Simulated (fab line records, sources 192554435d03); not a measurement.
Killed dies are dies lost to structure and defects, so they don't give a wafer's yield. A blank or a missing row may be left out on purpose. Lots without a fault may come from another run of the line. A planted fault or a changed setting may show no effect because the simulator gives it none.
Which tool did it? | flow n5_finfet | 10 lots, 30 wafers sampled, at 6 steps of a route of 1938

WHAT THE GAUGES READ, wafer by wafer
N5_START_INSPECT_01: inspects for defects (unpatterned scan). Usual: raw_defect_count 5.6, standard deviation 2.2.
lot  | measured    | on                | raw_defect_count | flag
L710 | day 1 18:02 | defect_inspect-01 | 5 3 6            |
L711 | day 2 00:02 | defect_inspect-02 | 2 9 6            |
L712 | day 2 06:02 | defect_inspect-01 | 4 7 2            |
L713 | day 2 12:02 | defect_inspect-02 | 5 3 8            |
L714 | day 2 18:02 | defect_inspect-01 | 2 8 1            |
L722 | day 4 18:02 | defect_inspect-01 | 4 7 5            |
L723 | day 5 00:02 | defect_inspect-01 | 2 1 5            |
L725 | day 5 12:02 | defect_inspect-02 | 7 4 5            |
L728 | day 6 06:02 | defect_inspect-01 | 5 4 5            |
L731 | day 7 00:02 | defect_inspect-02 | 6 7 5            |

N5_WELL_APT_OVL_MEAS_26. Usual: PWELL_OVL 0 nm, standard deviation 6.2.
lot  | measured    | on         | PWELL_OVL (nm) | flag
L710 | day 1 20:58 | overlay-02 | 2 1 -3         |
L711 | day 2 02:52 | overlay-02 | 10 5 11        |
L712 | day 2 09:11 | overlay-02 | 3 -4 2         |
L713 | day 2 14:53 | overlay-02 | 4 2 -4         |
L714 | day 2 21:07 | overlay-01 | 10 4 3         |
L722 | day 4 21:50 | overlay-01 | 54 60 60       | OFF
L723 | day 5 02:47 | overlay-02 | 54 50 55       | OFF
L725 | day 5 15:11 | overlay-01 | 6 5 6          |
L728 | day 6 08:43 | overlay-02 | -5 -8 -6       |
L731 | day 7 03:25 | overlay-01 | -2 3 -3        |

N5_PMOS_HMC_CHANNEL_EPI_INSPECT_11: inspects for defects (macro). Usual: raw_defect_count 2.0, standard deviation 1.3.
lot  | measured    | on                | raw_defect_count | flag
L710 | day 1 23:17 | defect_inspect-01 | 4 1 0            |
L711 | day 2 05:47 | defect_inspect-02 | 2 0 4            |
L712 | day 2 11:39 | defect_inspect-01 | 0 2 3            |
L713 | day 2 17:07 | defect_inspect-01 | 4 3 2            |
L714 | day 2 23:46 | defect_inspect-01 | 2 2 0            |
L722 | day 5 00:01 | defect_inspect-02 | 2 3 1            |
L723 | day 5 05:00 | defect_inspect-02 | 2 4 2            |
L725 | day 5 17:28 | defect_inspect-01 | 1 1 4            |
L728 | day 6 10:49 | defect_inspect-02 | 1 2 3            |
L731 | day 7 05:38 | defect_inspect-01 | 4 5 3            |

N5_BEOL_M4_RC_MEAS_101. Usual: DIBL_N 36.4 mV/V, standard deviation 1.7; DIBL_P 36.4 mV/V, standard deviation 2.1; IOFF_N 0.16 nA/um, standard deviation 0.035; IOFF_P 0.21 nA/um, standard deviation 0.035; ION_N 680 uA/um, standard deviation 11; ION_P 465 uA/um, standard deviation 6.8; SS_N 71.5 mV/dec, standard deviation 0.58; SS_P 73.2 mV/dec, standard deviation 0.72; VT_N 249 mV, standard deviation 3.6; VT_P -250 mV, standard deviation 3.1.
lot  | measured     | on        | DIBL_N (mV/V)  | DIBL_P (mV/V)  | IOFF_N (nA/um) | IOFF_P (nA/um) | ION_N (uA/um) | ION_P (uA/um) | SS_N (mV/dec)  | SS_P (mV/dec)  | VT_N (mV)   | VT_P (mV)      | flag
L710 | day 8 08:55  | prober-02 | 34.6 34.0 37.1 | 34.5 33.7 37.9 | 0.14 0.13 0.18 | 0.19 0.17 0.23 | 669 667 689   | 462 460 467   | 71.7 71.6 71.5 | 72.8 72.1 73.1 | 252 253 246 | -248 -253 -247 |
L711 | day 8 13:37  | prober-01 | 36.0 35.2 37.9 | 37.7 36.5 39.5 | 0.17 0.16 0.22 | 0.24 0.22 0.28 | 685 686 693   | 469 471 476   | 71.2 71.3 72.1 | 73.6 73.5 74.4 | 248 249 247 | -250 -250 -246 |
L712 | day 8 23:29  | prober-01 | 35.5 36.5 34.6 | 36.7 37.4 35.5 | 0.17 0.20 0.16 | 0.22 0.23 0.19 | 701 691 686   | 472 463 464   | 71.6 71.4 71.5 | 73.9 73.5 73.5 | 246 246 250 | -246 -246 -251 |
L713 | day 9 21:58  | prober-02 | 35.7 34.6 36.0 | 37.8 35.9 37.8 | 0.17 0.14 0.18 | 0.19 0.17 0.20 | 678 662 680   | 457 451 459   | 71.7 71.5 71.9 | 73.8 73.2 74.4 | 250 252 247 | -254 -256 -251 |
L714 | day 9 17:30  | prober-02 | 37.9 35.0 37.2 | 39.1 34.9 37.8 | 0.19 0.13 0.16 | 0.23 0.17 0.21 | 686 666 669   | 461 458 459   | 72.5 70.4 71.7 | 74.7 73.3 73.2 | 247 255 251 | -251 -254 -252 |
L722 | day 11 12:10 | prober-02 | 38.0 34.5 38.1 | 36.6 33.9 37.7 | 0.19 0.13 0.20 | 0.25 0.21 0.28 | 695 676 695   | 473 473 474   | 72.4 70.4 72.4 | 73.9 72.5 74.1 | 243 250 244 | -244 -250 -244 |
L723 | day 11 16:40 | prober-01 | 34.4 36.8 37.4 | 34.9 37.8 38.2 | 0.12 0.15 0.16 | 0.16 0.20 0.20 | 665 668 682   | 453 456 465   | 69.9 71.1 71.3 | 72.7 73.4 73.6 | 255 254 253 | -258 -252 -254 |
L725 | day 12 04:37 | prober-01 | 34.6 35.9 36.6 | 35.4 36.7 36.7 | 0.13 0.16 0.17 | 0.18 0.20 0.19 | 671 684 684   | 468 471 466   | 69.9 71.1 71.0 | 72.8 73.8 73.2 | 252 251 253 | -253 -252 -252 |
L728 | day 13 08:45 | prober-01 | 36.3 38.7 38.8 | 34.1 36.9 36.5 | 0.15 0.20 0.21 | 0.21 0.25 0.24 | 680 689 686   | 469 472 465   | 71.4 72.1 71.3 | 73.1 73.9 73.6 | 249 247 247 | -249 -248 -248 |
L731 | day 13 18:07 | prober-01 | 38.1 36.0 34.3 | 38.2 34.8 33.1 | 0.17 0.14 0.12 | 0.26 0.20 0.18 | 678 674 669   | 476 470 466   | 71.5 71.9 70.5 | 74.7 72.7 72.2 | 251 252 254 | -248 -250 -251 |

WHICH TOOL RAN EACH LOT (tool, then ch and the chambers of the sampled wafers, then the start)
lot  | N5_WELL_APT_EXPOSE_22            | N5_WELL_APT_RTA_34
L710 | krf_scanner-02 ch 0, day 1 20:46 | rtp_anneal-02 ch 0, day 1 21:56
L711 | krf_scanner-02 ch 0, day 2 02:40 | rtp_anneal-02 ch 0, day 2 03:57
L712 | krf_scanner-02 ch 0, day 2 09:00 | rtp_anneal-02 ch 0, day 2 10:07
L713 | krf_scanner-02 ch 0, day 2 14:41 | rtp_anneal-01 ch 0, day 2 15:52
L714 | krf_scanner-02 ch 0, day 2 20:55 | rtp_anneal-02 ch 0, day 2 21:58
L722 | krf_scanner-02 ch 0, day 4 21:38 | rtp_anneal-02 ch 0, day 4 22:40
L723 | krf_scanner-02 ch 0, day 5 02:36 | rtp_anneal-02 ch 0, day 5 03:40
L725 | krf_scanner-01 ch 0, day 5 14:59 | rtp_anneal-02 ch 0, day 5 16:01
L728 | krf_scanner-01 ch 0, day 6 08:31 | rtp_anneal-01 ch 0, day 6 09:34
L731 | krf_scanner-01 ch 0, day 7 03:13 | rtp_anneal-02 ch 0, day 7 04:14
- N5_WELL_APT_EXPOSE_22: exposes mask PWELL, defocus 0 nm, target cd 200 nm.
- N5_WELL_APT_RTA_34: time 10 s.

WHAT THE TOOLS THEMSELVES READ (means of the sampled wafers that have a number; where no wafer has one, the mark that the record gives instead)
N5_WELL_APT_EXPOSE_22. Usual: focus_offset_nm 0.1 nm, standard deviation 0.52; stage_vel_mm_s 499.99 mm/s, standard deviation 0.27.
lot  | tool           | focus_offset_nm (nm) | stage_vel_mm_s (mm/s) | flag
L710 | krf_scanner-02 | 0.0                  | 500.28                |
L711 | krf_scanner-02 | 0.1                  | 499.77                |
L712 | krf_scanner-02 | 0.6                  | 500.11                |
L713 | krf_scanner-02 | 0.1                  | 500.29                |
L714 | krf_scanner-02 | 0.3                  | 499.75                |
L722 | krf_scanner-02 | 0.5                  | 500.18                |
L723 | krf_scanner-02 | -0.2                 | 500.24                |
L725 | krf_scanner-01 | 0.5                  | 499.98                |
L728 | krf_scanner-01 | 0.5                  | 499.90                |
L731 | krf_scanner-01 | 0.0                  | 500.05                |

N5_WELL_APT_RTA_34. Usual: lamp_power_pct 13.00 %, standard deviation 0.055; wafer_temp_C_max 1003.5, standard deviation 1.1.
lot  | tool          | lamp_power_pct (%) | wafer_temp_C_max | flag
L710 | rtp_anneal-02 | 12.99              | 1003.3           |
L711 | rtp_anneal-02 | 12.99              | 1003.7           |
L712 | rtp_anneal-02 | 13.00              | 1002.6           |
L713 | rtp_anneal-01 | 13.02              | 1002.0           |
L714 | rtp_anneal-02 | 13.01              | 1003.3           |
L722 | rtp_anneal-02 | 13.01              | 1004.1           |
L723 | rtp_anneal-02 | 12.97              | 1004.0           |
L725 | rtp_anneal-02 | 12.93              | 1003.4           |
L728 | rtp_anneal-01 | 13.00              | 1003.7           |
L731 | rtp_anneal-02 | 13.04              | 1003.7           |

THE ANSWER, worked out from the rows above alone
Rule: a lot is off if the mean of its wafers that have a number lies more than 3 standard deviations from the usual mean. A lot without any number at a reading at which 4 lots or more have one is off too. The other lots that the step has rows for count as sound. The gauges are gone through in route order, then the tools' own readings, and for those a lot's mean is taken as printed above. The first step at which some lot is off is used, and at that step the reading that is off furthest; a lot without a number counts as furthest.
Off: L722, L723, at N5_WELL_APT_OVL_MEAS_26 (PWELL_OVL).
A tool fits if, at a process step before that reading, it ran every lot that is off, and no sound lot after the first of them. The gauges at N5_WELL_APT_OVL_MEAS_26 are tried like those tools. One fits: krf_scanner-02 at N5_WELL_APT_EXPOSE_22. Its last sound lot is L714 (day 2 20:55), its first lot that is off L722 (day 4 21:38): a fault that began between those two fits.

WHAT THE SIMULATOR HAD PUT IN
Scanner matching overlay: krf_scanner-02, from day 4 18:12 on, at N5_WELL_APT_EXPOSE_22. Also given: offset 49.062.
Lots struck among those shown: L722, L723. The rule above found the same.
